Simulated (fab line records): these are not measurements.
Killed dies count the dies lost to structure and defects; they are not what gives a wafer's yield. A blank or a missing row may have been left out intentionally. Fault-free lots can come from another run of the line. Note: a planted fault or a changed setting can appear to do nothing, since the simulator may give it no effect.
fab line records + flow n5Finfet
record:
- lots: 3
- wafers: 9
- lastDay: 17
route steps=1938 shown BEOL_M8@1368 BEOL_M9@1401 PASSIVATION@1936
lots that met no fault: from a run of the same line without faults
startH: hours from the record's opening day to when the first of the lot's shown wafers began + waitH: hours from the lot's prior step to this one + " the same as in the row above + L1.1+2: one row covering several wafers at once + - either no value or no given start + * or withheld: withheld + < > ~ a bound
route shown NAME@n: a module of which the file shows steps, and the number in the route of the first + usual: average and standard deviation across the fault-free wafers + same: alike in all rows + chamber/n: place in a boat + sites: per-site readings + _std_site: standard deviation across them + _edge_site: inner sites' mean taken away from outer sites' mean + radiusMm: for every site, how far away it sits from the centre of the wafer + mask NAME#n: copy n + behind: tool/chamber where the wafer was last shaped + hold: the reason the lot was held/the length of the hold in hours/how it ended + device: the transistor (n, p or np) that didn't switch + end of line: tests of these same wafers at the route's end + for a step that has no rows: nothing shown but its recipe + killed: dies that structure and defects cost at the first sort, which is not the same as the wafer's yield + map: the dies of a wafer, with x for killed, . for not killed, _ for no die there
set.NAME: the setting as run; set.NAME@STEP: as run at that earlier step + model.NAME: the simulator's own value behind a step, which no gauge read
a table for each step, a row for each wafer; lots at some steps of the route
services: a tool's chamber out of use, with start hour (startH, from the record's first day; less than 0 if before it), hours out, and reason
== steps ==
step: N5_BEOL_M8_DESCUM_33
recipe:
- chemistry: O2
- timeS: 7
- sourcePowerW: 50
- biasPowerW: 20
- pressureMtorr: 20
- rfFrequencyHz: 2.712e+07
- tempC: 40
- resist: CAR-EUV
- o2FlowSccm: 225
step: N5_BEOL_M8_ETCH_72
recipe:
- chemistry: N2/H2
- target: underlayer
- targetDepthA: 65
- maskMaterial: CAR-EUV
- timeS: 5.2
- ionEnergyEv: 200
- pressureMtorr: 30
- sourceW: 840
- biasW: 150
- n2FlowSccm: 200
- h2FlowSccm: 200
- ends: cleared
step: N5_BEOL_M8_ETCH_65
recipe:
- chemistry: CF4
- target: SiARC
- targetDepthA: 156
- maskMaterial: CAR-EUV
- timeS: 26
- ionEnergyEv: 80
- pressureMtorr: 40
- sourceW: 545
- biasW: 36
- Ar_flow_sccm: 100
- cf4FlowSccm: 100
- ends: cleared
step: N5_BEOL_M8_ETCH_66
recipe:
- chemistry: N2/H2
- target: SOC
- targetDepthA: 800
- overetchA: 160
- maskMaterial: SiARC
- tempC: 40
- timeS: 120
- ionEnergyEv: 200
- pressureMtorr: 30
- sourceW: 840
- biasW: 150
- n2FlowSccm: 200
- h2FlowSccm: 200
step: N5_BEOL_M8_STRIP_69
recipe:
- chemistry: N2/H2
- tempC: 40
- n2FlowSccm: 200
- h2FlowSccm: 200
- rfFrequencyHz: 6e+07
step: N5_BEOL_M8_STRIP_73
recipe:
- chemistry: N2/H2
- tempC: 40
- n2FlowSccm: 200
- h2FlowSccm: 200
- rfFrequencyHz: 6e+07
step: N5_BEOL_M8_VIA_ETCH_34
recipe:
- chemistry: C4F6/O2
- target: SiCOH_lowk
- targetDepthA: 1255
- maskMaterial: SOC
- taperDeg: 4
- timeS: 50.5
- ionEnergyEv: 250
- pressureMtorr: 30
- sourceW: 345
- biasW: 185
- Ar_flow_sccm: 300
- C4F6_flow_sccm: 10
- O2_flow_sccm: 10
step: N5_BEOL_M8_STRIP_76
recipe:
- chemistry: C4F6/O2
- resist: SiARC
- rfFrequencyHz: 6e+07
step: N5_BEOL_M8_STRIP_36
recipe:
- chemistry: N2/H2
- powerW: 450
- tempC: 40
- pressureMtorr: 20
- rfFrequencyHz: 6e+07
- overashFraction: 0.3
- biasPowerW: 7
- h2Frac: 0.5
- n2FlowSccm: 200
- h2FlowSccm: 200
step: N5_BEOL_M8_TRENCH_ETCH_37
recipe:
- chemistry: C4F6/O2
- targetDepthA: 934.78
- target: SiCOH_lowk
- timeS: 31.2
- ionEnergyEv: 250
- pressureMtorr: 30
- sourceW: 345
- biasW: 185
- Ar_flow_sccm: 300
- C4F6_flow_sccm: 10
- O2_flow_sccm: 10
step: N5_BEOL_M8_ETCH_41
recipe:
- chemistry: CH3F/O2
- target: SiCN
- targetDepthA: 319
- taperDeg: 2
- timeS: 57.8
- ionEnergyEv: 120
- maskMaterial: TiN
- pressureMtorr: 30
- sourceW: 395
- biasW: 75
- Ar_flow_sccm: 150
- CH3F_flow_sccm: 30
- O2_flow_sccm: 20
usual:
- O2_flow_sccm: 20.00/0.061
- drypumpMotorCurrentA: 5.5/0.45
- oesProductAu: 0.79/0.079
- rfVppV: 297.3/1.5
- showerheadPlenumPTorr: 2.00/0.064
- throttleValvePct: 16.44/0.27
same:
- timeS: 57.8
| lot.wafer | tool       | chamber | startH | waitH | O2_flow_sccm | drypumpMotorCurrentA | oesProductAu | rfHoursCounterH | rfVppV | showerheadPlenumPTorr | throttleValvePct |
|-----------|------------|---------|--------|-------|--------------|----------------------|--------------|-----------------|--------|-----------------------|------------------|
| L637.2    | rieDiel-01 | 3       | 221.76 | -     | 19.98        | 6.2                  | 0.80         | 112             | 299.7  | 2.09                  | 16.67            |
| L637.3    | "          | 0       | "      | "     | 20.01        | 6.0                  | 0.95         | 25              | 298.5  | 2.04                  | 16.11            |
| L637.5    | "          | 2       | "      | "     | 19.99        | 5.6                  | 0.89         | -               | 300.9  | 2.12                  | 15.89            |
| L654.1    | rieDiel-02 | 2       | 323.59 | -     | 20.05        | 5.0                  | 0.67         | 228             | 295.8  | 1.90                  | 16.78            |
| L654.4    | "          | 0       | "      | "     | 19.95        | 5.6                  | 0.70         | 224             | 296.9  | 1.98                  | 16.72            |
| L654.5    | "          | 2       | "      | "     | 20.10        | 5.0                  | 0.68         | -               | 295.2  | 1.90                  | 16.79            |
| L656.1    | rieDiel-01 | 0       | 335.43 | -     | 20.13        | 5.9                  | 0.87         | 64              | 297.6  | 2.03                  | 16.18            |
| L656.2    | "          | 2       | "      | "     | 20.03        | 5.6                  | 0.83         | 84              | 298.5  | 2.10                  | 15.95            |
| L656.5    | "          | 0       | "      | "     | 20.08        | 5.9                  | 0.88         | -               | 299.3  | 2.03                  | 16.18            |
step: N5_BEOL_M8_STRIP_80
recipe:
- chemistry: N2/H2
- timeS: 10
- powerW: 450
- tempC: 40
- pressureMtorr: 20
- rfFrequencyHz: 6e+07
- biasPowerW: 7
- n2FlowSccm: 200
- h2FlowSccm: 200
step: N5_BEOL_M8_HM_STRIP_39
recipe:
- chemistry: peroxideTinStrip
- material: TiN
- targetDepthA: 250
- tempC: 50
- timeS: 158
step: N5_BEOL_M8_SRD_40
recipe:
- timeS: 30
- tempC: 23
- rinseLiquid: diw
- dry: ipaMarangoni
step: N5_BEOL_M8_PRECLEAN_42
recipe:
- chemistry: residueRemover
- timeS: 60
- tempC: 40
step: N5_BEOL_M8_SRD_43
recipe:
- timeS: 30
- tempC: 23
- rinseLiquid: diw
- dry: ipaMarangoni
step: N5_BEOL_M8_CURE_75
recipe:
- tempC: 370
- timeS: 120
- ambient: DMADMS/He
- material: SiCOH_lowk
step: N5_BEOL_M8_DEGAS_44
recipe:
- ambient: vacuum
- tempC: 250
- timeS: 60
step: N5_BEOL_M8_PRE_CLEAN_45
recipe:
- gas: H2/He
- timeS: 30
- tempC: 250
step: N5_BEOL_M8_ALD_77
recipe:
- material: TaN
- targetThkA: 20
- tempC: 275
- aldPrecursorFamily: PDMAT
- aldCoReactant: NH3
- pressureTorr: 3
- carrierFlowSccm: 1500
- pulseTimeS: 2
- purgeTimeS: 3
- coReactantPurgeTimeS: 2
- coReactantPulseTimeS: 3
- aldCycles: 40
- precursorVesselTempC: 75
- precursorVesselPressureTorr: 26.25
- precursorVesselCarrierSccm: 1000
step: N5_BEOL_M8_SURFACE_TREAT_79
recipe:
- gas: Ar
- timeS: *
- ionEnergyEv: *
- ionCurrentMaCm2: 0.5
- pressureMtorr: *
- arFlowSccm: 30
step: N5_BEOL_M8_CVD_78
recipe:
- material: Co
- targetThkA: 20
- tempC: withheld
- precursor: CCTBA/H2
- pressureTorr: 30
- timeS: 142.3
step: N5_BEOL_M8_SPUTTER_48
recipe:
- material: Cu
- targetThkA: 100
- tempC: -20
- biasV: 60
- powerW: 26000
- chamberPressurePa: 0.13
- timeS: 1.667
step: N5_BEOL_M8_ECD_50
recipe:
- material: Cu
- targetThkA: 3000
step: N5_BEOL_M8_ANNEAL_51
recipe:
- tempC: 225
- timeS: 90
- ambient: N2
step: N5_BEOL_M8_CMP_52
recipe:
- stopOn: SiCOH_lowk
- tOverpolishS: 6.9
- downForcePsi: 1
- platenRpm: 50
- clearingPlatenDownForcePsi: 1.5
- clearingPlatenRpm: 50
- postCmpClean: cuAlkaline
- targetThkNm: 80
- clearingPlatenPadVelocityMS: 0.99484
- padVelocityMS: 0.99484
step: N5_BEOL_M8_PRE_CLEAN_55
recipe:
- gas: NH3
- timeS: 15
- tempC: withheld
- rfPowerW: 300
step: N5_BEOL_M8_DEP_56
recipe:
- material: SiCN
- targetThkA: 100
- tempC: withheld
- precursor: 3MS/NH3
- pressureTorr: 3
- rfW: 202
- timeS: 17.5
step: N5_BEOL_M9_ILD_DEP_00
recipe:
- material: SiCOH_lowk
- targetThkA: 3085.1
- tempC: 300
- precursor: DEMS/porogen
- pressureTorr: 5
- rfW: 500
- timeS: 58
step: N5_BEOL_M9_CURE_71
recipe:
- tempC: 385
- timeS: 240
- ambient: He/Ar
- material: SiCOH_lowk
step: N5_BEOL_M9_PECVD_70
recipe:
- material: SiO2
- targetThkA: 200
- tempC: 400
- precursor: TEOS/O2
- pressureTorr: 5.5
- rfW: 450
- teosFlowSccm: 53.8
- gas: O2
- flowSccm: 3000
- timeS: 22.7
step: N5_BEOL_M9_HM_DEP_02
recipe:
- material: TiN
- targetThkA: 200
- tempC: 25
- chamberPressurePa: 0.49996
step: N5_BEOL_M9_COAT_59
recipe:
- resist: SOC
- tempC: 250
- timeS: 60
- spinRpm: 1500
- resistThkNm: 100
step: N5_BEOL_M9_COAT_60
recipe:
- resist: SiARC
- tempC: 220
- timeS: 60
- spinRpm: 1500
- resistThkNm: 30
step: N5_PASSIVATION_PROBE_49
usual:
- defectLimitedYield: 91.1/1.4
- killed_at_M0_to_M3: 35/8.7
- killed_at_M4_up: 14/5.3
- killedAtContacts: 12/6.2
- killedAtFrontEnd: 41/12
- killedAtOther: 3.4/2.6
- killedDies: 105/16
- killedOpen: 67/13
- killedShort: 36/7.3
- sort_bin_5_function: 5.2/0.96
- sort_bin_6_memory: 3.3/0.6
- sortNPass: 1075/16
- sortYieldPct: 91.1/1.4
same:
- grossDies: 1180
- killedAtBackSide: 0
- sort_bin_4_leakage[%]: 0
- sort_bin_8_speed[%]: 0
| lot.wafer | tool      | chamber | startH | waitH | defectLimitedYield[%] | killed_at_M0_to_M3 | killed_at_M4_up | killedAtContacts | killedAtFrontEnd | killedAtOther | killedDies | killedOpen | killedShort | sort_bin_5_function[%] | sort_bin_6_memory[%] | sortNPass | sortYieldPct[%] |
|-----------|-----------|---------|--------|-------|-----------------------|--------------------|-----------------|------------------|------------------|---------------|------------|------------|-------------|------------------------|----------------------|-----------|-----------------|
| L637.2    | prober-02 | -       | 281.37 | 0.1   | 82.2                  | 34                 | 107             | 14               | 54               | 1             | 210        | 72         | 41          | 11.8                   | 4.2                  | 970       | 82.2            |
| L637.3    | prober-02 | -       | 281.42 | 0.1   | 91.0                  | 38                 | 12              | 6                | 50               | 0             | 106        | 66         | 40          | 4.4                    | 4.2                  | 1074      | 91.0            |
| L637.5    | prober-02 | -       | 281.52 | 0.2   | 89.2                  | 46                 | 10              | 3                | 63               | 5             | 127        | 72         | 53          | 6.9                    | 3.2                  | 1053      | 89.2            |
killed by level:class
L637.2 BEOL_M8:unspecified=95 FIN_SAQP:geometricParticle:open=15 FIN_SAQP:geometricParticle:short=12 MOL_CONTACT_COAG:geometricParticle:open=9 BEOL_M2:geometricParticle:open=8 BEOL_M0_SAQP:geometricParticle:short=7 BEOL_M0_SAQP:geometricParticle:open=6 STI_FIN_REVEAL:geometricParticle:open=5
L637.3 FIN_SAQP:geometricParticle:open=15 FIN_SAQP:geometricParticle:short=13 BEOL_M0_SAQP:geometricParticle:short=12 BEOL_M3:geometricParticle:open=8 BEOL_M0_SAQP:geometricParticle:open=7 DUMMY_GATE:geometricParticle:open=5 STI_FIN_REVEAL:geometricParticle:open=4 GATE_CUT:geometricParticle:short=4
L637.5 FIN_SAQP:geometricParticle:short=24 FIN_SAQP:geometricParticle:open=18 BEOL_M0_SAQP:geometricParticle:open=15 BEOL_M0_SAQP:geometricParticle:short=12 STI_FIN_REVEAL:geometricParticle:open=7 BEOL_M3:geometricParticle:open=5 STARTING-WAFER:geometricParticle:open=4 BEOL_M0:geometricParticle:open=4
map L637.2 (x killed, . not)
_________________.....x......________________
______________........x........x_____________
___________...........xx...........__________
__________......x.............x....._________
________....x.............x.........x._______
_______........x....x.x...x.......x....______
______.......x..................xx......_____
_____.......x........x....x....x.xx......____
____x......x.....x...............x........___
___....x.....x.x......xx.................x.__
___.x......x..........................x....__
__.........x......x..........x....x........._
__................x.x.......x..............x_
_........x.............x.............x.....x.
_......x..............xx.x.............x.....
_.x....................x...xx......x.......xx
_..............x.x..x..xxxxx..xx..........x..
_......x.........x......xxxxxxxxxx........xx.
_........x............xxxxxxxxxxx.........x..
_x..x.......x.......xxxx.xxxxxxxxxx...x.....x
_..x.....x..........xxxxxxxxxxxx..x..........
__x...x.x..x.x.......xxxxxxxxxxxxx.........._
__....x...x....x.....xxxx.xxxxx.xx.xx......._
___................x.x.xxxxxxxxxxx..x......__
___.........x......x..x..xxxxxx............__
____x.....................x...xx..........___
_____.......x.....................x......____
______.x.........................x......_____
_______.......x....................x...______
________........x...x..x.............._______
__________.x........xx....x........._________
___________...x............x.......__________
______________.................._____________
_________________.....x......________________
map L656.1 (x killed, . not)
_________________............________________
______________..x.........x....._____________
___________.....................x..__________
__________......xx..x......x........_________
________............x.............x..._______
_______.x.......xx.............x.......______
______.................................._____
_____.......x............................____
____......................................___
___.............x...x.......x..............__
___.................................x......__
__...x......................................_
__...........x......x......x....x..........._
_...x..x....x.........x..x.xx.....x........x.
_.............xx.......xx.x.x.x.....x...x....
_.......x.........................x..x...xx..
_.........................x........x.x..x...x
_x..x......x...x..xx...x..................x..
_..x.......x....x..x...............x...x.....
_...........x..x...........x...........x.....
_......x.....x.........................x.....
__.......x..x.......x.............xx........_
__x.x....x.x..............x..x.............._
___...................................x....__
___x.x..................x..................__
____.x.xx....................x............___
_____...............x.......x.........x..____
______........x...x...x.....x.......x..._____
_______........x.........x..x..........______
________......................x.x....._______
__________....x.............x......._________
___________.x..................x...__________
______________......x..x......x._____________
_________________x.........x.________________
== services ==
| tool       | chamber | startH | hours | kind   |
|------------|---------|--------|-------|--------|
| rieDiel-02 | -       | 220.78 | 2.3   | repair |
| rieDiel-01 | 3       | 270.15 | 5.9   | repair |
| rieDiel-01 | 2       | 285.76 | 10.5  | repair |
| rieDiel-01 | 0       | 307.46 | 4.7   | repair |
| rieDiel-01 | 0       | 314.89 | 13.9  | repair |
| rieDiel-01 | 1       | 329.92 | 2.2   | repair |
== key ==
firstSign:
- step: N5_PASSIVATION_PROBE_49
- reading: killed_at_M4_up
- direction: up
- sigmas: 18
- usual: 14
- struck: 107
effect:
- step: N5_PASSIVATION_PROBE_49
- reading: killedDies
- direction: up
- sigmas: 6.4
- usual: 105
- struck: 210
moreKillsBornAt:
- N5_BEOL_M8_ETCH_41@rieDiel-01: 95
metAt N5_BEOL_M8_ETCH_41
struckWafers L637.2
fault:
- kind: chamberParticleSource
- tool: rieDiel-01
- chamber: 3
- onsetH: 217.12
- steps: N5_BEOL_M8_ETCH_41
- ratePerVisitCm2: 0.41619
- endH: 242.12
